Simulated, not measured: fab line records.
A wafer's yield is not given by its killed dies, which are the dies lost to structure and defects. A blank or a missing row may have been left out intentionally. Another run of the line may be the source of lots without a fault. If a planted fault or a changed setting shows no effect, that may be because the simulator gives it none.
Chamber matching	flow nand harc	NHARC_P_BONDPAD_DESCUM_11 on rie diel-13: 4 sister chambers
The step chemistry O2, time 3 s. 14 wafers are shown with their chamber, then 7 later ones without.

## WAFERS, EACH WITH ITS CHAMBER
wafer	chamber	drypump motor current A (A)	oes product au (a.u.)	throttle valve pct (%)
L074.2	1	5.4	0.993	11.298
L074.3	0	5.2	0.996	11.320
L074.6	3	5.7	0.999	11.318
L079.1	1	5.4	0.996	11.313
L079.2	3	5.8	0.994	11.303
L079.4	0	5.2	0.999	11.305
L082.1	0	5.2	1.003	11.320
L082.2	3	5.7	1.012	11.307
L082.4	3	5.7	0.994	11.307
L082.3	2	5.8	1.007	11.335
L082.5	0	5.2	0.999	11.314
L082.6	2	5.8	1.008	11.313
L090.1	3	5.7	1.001	11.317
L090.5	0	5.1	1.000	11.321

SIGNATURES (means of the wafers above)
reading	chamber 0	chamber 1	chamber 2	chamber 3	scatter within a chamber
drypump motor current A	5.180	5.400	5.800	5.720	0.04
oes product au	0.99940	0.99450	1.00750	1.00000	0.00498
throttle valve pct	11.31600	11.30550	11.32400	11.31040	0.00846
Rule: for a wafer and a chamber, the distance is found by dividing, reading by reading, the gap between the wafer's reading and the chamber's mean by the reading's scatter, squaring, summing and taking the root. The wafer belongs to the nearest chamber; if the next one is less than 2 further off, it can't be placed. The scatter: the root of (the sum of the squares of (reading less its chamber's mean) over the shown wafers, divided by (wafers less chambers)).

## WAFERS MISSING THEIR CHAMBER
wafer	drypump motor current A (A)	oes product au (a.u.)	throttle valve pct (%)
L090.6	5.4	1.002	11.306
L095.1	5.8	1.006	11.300
L095.2	5.2	1.008	11.313
L095.5	5.4	0.994	11.314
L096.1	5.8	0.992	11.327
L096.2	5.2	1.001	11.312
L096.3	5.4	0.998	11.313

## WHICH CHAMBER EACH WENT THROUGH
wafer	from the rows above	in truth
L090.6	1	1
L095.1	can't be placed: 3 or 2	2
L095.2	0	0
L095.5	1	1
L096.1	can't be placed: 2 or 3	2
L096.2	0	0
L096.3	1	1
5 of 7 placed correctly. Can't be placed from these rows: 2 (the true chamber is among the candidates in 2). Wrongly placed: 0.
